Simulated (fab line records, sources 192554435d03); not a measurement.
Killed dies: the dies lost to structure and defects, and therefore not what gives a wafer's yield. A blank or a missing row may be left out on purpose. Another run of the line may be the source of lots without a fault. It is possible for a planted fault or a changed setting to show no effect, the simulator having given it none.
Split-lot trial || flow n5 finfet || 7 lots, 21 wafers read, on a route of 1938 steps

THE SPLIT ITSELF
At N5_DUMMY_GATE_ETCH_37 (etches SOC in N2/H2, target depth 60 nm, overetch 30 nm), the setting source w was moved away from the recipe's 840 W on 9 of the 21 wafers read, by -17.2% to +13.5%. For the rest of the wafers, this setting stayed at what the recipe calls for.

The reading is taken at the split's own step.

THE READING
rf vpp V, in V, at N5_DUMMY_GATE_ETCH_37 (etches SOC in N2/H2, target depth 60 nm, overetch 30 nm). On this fab line, fault-free wafers typically give 524.9 V with a standard deviation of 2.5 V.

{"wafer": "L076.3", "tool, chamber at the split": "rie diel-05, 2", "source w as run, W": 840, "against the recipe": "recipe", "rf vpp V, V": 519.9, "against lot-mates on the recipe": "-"}
{"wafer": "L076.4", "tool, chamber at the split": "rie diel-05, 0", "source w as run, W": 777, "against the recipe": "-7.5%", "rf vpp V, V": 540.3, "against lot-mates on the recipe": "+20.4"}
{"wafer": "L076.6", "tool, chamber at the split": "rie diel-05, 0", "source w as run, W": 777, "against the recipe": "-7.5%", "rf vpp V, V": 540.2, "against lot-mates on the recipe": "+20.3"}
{"wafer": "L077.1", "tool, chamber at the split": "rie diel-05, 0", "source w as run, W": 740.7, "against the recipe": "-11.8%", "rf vpp V, V": 547.5, "against lot-mates on the recipe": "+24.4"}
{"wafer": "L077.2", "tool, chamber at the split": "rie diel-05, 2", "source w as run, W": 840, "against the recipe": "recipe", "rf vpp V, V": 520.3, "against lot-mates on the recipe": "-"}
{"wafer": "L077.5", "tool, chamber at the split": "rie diel-05, 3", "source w as run, W": 840, "against the recipe": "recipe", "rf vpp V, V": 526.0, "against lot-mates on the recipe": "-"}
{"wafer": "L085.1", "tool, chamber at the split": "rie diel-05, 0", "source w as run, W": 799, "against the recipe": "-4.9%", "rf vpp V, V": 533.1, "against lot-mates on the recipe": "no lot-mate on the recipe"}
{"wafer": "L085.4", "tool, chamber at the split": "rie diel-05, 2", "source w as run, W": 799, "against the recipe": "-4.9%", "rf vpp V, V": 529.7, "against lot-mates on the recipe": "no lot-mate on the recipe"}
{"wafer": "L085.5", "tool, chamber at the split": "rie diel-05, 0", "source w as run, W": 799, "against the recipe": "-4.9%", "rf vpp V, V": 535.1, "against lot-mates on the recipe": "no lot-mate on the recipe"}
{"wafer": "L088.1", "tool, chamber at the split": "rie diel-03, 2", "source w as run, W": 840, "against the recipe": "recipe", "rf vpp V, V": 530.4, "against lot-mates on the recipe": "-"}
{"wafer": "L088.4", "tool, chamber at the split": "rie diel-03, 3", "source w as run, W": 840, "against the recipe": "recipe", "rf vpp V, V": 523.1, "against lot-mates on the recipe": "-"}
{"wafer": "L088.5", "tool, chamber at the split": "rie diel-03, 1", "source w as run, W": 840, "against the recipe": "recipe", "rf vpp V, V": 526.2, "against lot-mates on the recipe": "-"}
{"wafer": "L092.1", "tool, chamber at the split": "rie diel-06, 3", "source w as run, W": 840, "against the recipe": "recipe", "rf vpp V, V": 520.8, "against lot-mates on the recipe": "-"}
{"wafer": "L092.2", "tool, chamber at the split": "rie diel-06, 2", "source w as run, W": 695.1, "against the recipe": "-17.2%", "rf vpp V, V": 557.7, "against lot-mates on the recipe": "+35.9"}
{"wafer": "L092.3", "tool, chamber at the split": "rie diel-06, 0", "source w as run, W": 840, "against the recipe": "recipe", "rf vpp V, V": 522.9, "against lot-mates on the recipe": "-"}
{"wafer": "L093.1", "tool, chamber at the split": "rie diel-05, 3", "source w as run, W": 953.5, "against the recipe": "+13.5%", "rf vpp V, V": 503.9, "against lot-mates on the recipe": -15.8}
{"wafer": "L093.3", "tool, chamber at the split": "rie diel-05, 1", "source w as run, W": 953.5, "against the recipe": "+13.5%", "rf vpp V, V": 504.8, "against lot-mates on the recipe": -14.9}
{"wafer": "L093.6", "tool, chamber at the split": "rie diel-05, 2", "source w as run, W": 840, "against the recipe": "recipe", "rf vpp V, V": 519.7, "against lot-mates on the recipe": "-"}
{"wafer": "L094.2", "tool, chamber at the split": "rie diel-06, 3", "source w as run, W": 840, "against the recipe": "recipe", "rf vpp V, V": 522.6, "against lot-mates on the recipe": "-"}
{"wafer": "L094.5", "tool, chamber at the split": "rie diel-06, 0", "source w as run, W": 840, "against the recipe": "recipe", "rf vpp V, V": 523.2, "against lot-mates on the recipe": "-"}
{"wafer": "L094.6", "tool, chamber at the split": "rie diel-06, 3", "source w as run, W": 840, "against the recipe": "recipe", "rf vpp V, V": 521.2, "against lot-mates on the recipe": "-"}

THE FIT
A straight line over all 21 wafers: rf vpp V changes by -1.77 V for each +1% of source w; r = -0.97; the points scatter about the line by 3.3 V.
The same after taking each lot's own level away (the mean of its wafers on the recipe; 18 wafers): -1.74 V for each +1%; r = -0.96; scatter 3.9 V.
The reading moves by 30 V for the largest change in source w, on that fit.
The span of the lots' own levels, 519.70 to 526.57 V, comes to 2.7 times the standard deviation stated above.
The two slopes agree, so the slope changes little with the lot-to-lot level.
Check: +30.2 V against its lot-mates is what the line predicts for one of the wafers moved furthest among these (-17.2%) when that wafer is left out of the fit. It came out at +35.9 V against them.
Tool readings at the split's step, against how far the setting was moved: rf vpp V r = -0.97.

THE OTHER SPLITS THESE WAFERS WENT THROUGH
Before the reading, these wafers also passed through other splits. Each is held against what the fit with the lots' levels taken away leaves over:
{"other split on the same wafers": "N5_WELL_APT_COAT_02 spin rpm", "wafers away from the commonest value": 7, "r with rf vpp V (lot level and that fit taken away)": -0.24}
{"other split on the same wafers": "N5_PMOS_HMC_CHANNEL_EPI_EXPOSE_06 dose mj", "wafers away from the commonest value": 6, "r with rf vpp V (lot level and that fit taken away)": -0.04}
{"other split on the same wafers": "N5_PMOS_HMC_CHANNEL_EPI_PEB_07 peb time s", "wafers away from the commonest value": 10, "r with rf vpp V (lot level and that fit taken away)": "+0.20"}
{"other split on the same wafers": "N5_FIN_SAQP_ETCH_52 source w", "wafers away from the commonest value": 8, "r with rf vpp V (lot level and that fit taken away)": "+0.01"}
{"other split on the same wafers": "N5_FIN_SAQP_SPACER1_ALD_24 ald cycles", "wafers away from the commonest value": 4, "r with rf vpp V (lot level and that fit taken away)": "+0.43"}

THE FILE'S OWN FIT
rf vpp V changes by -1.87 V for each +1% of source w, r = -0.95.
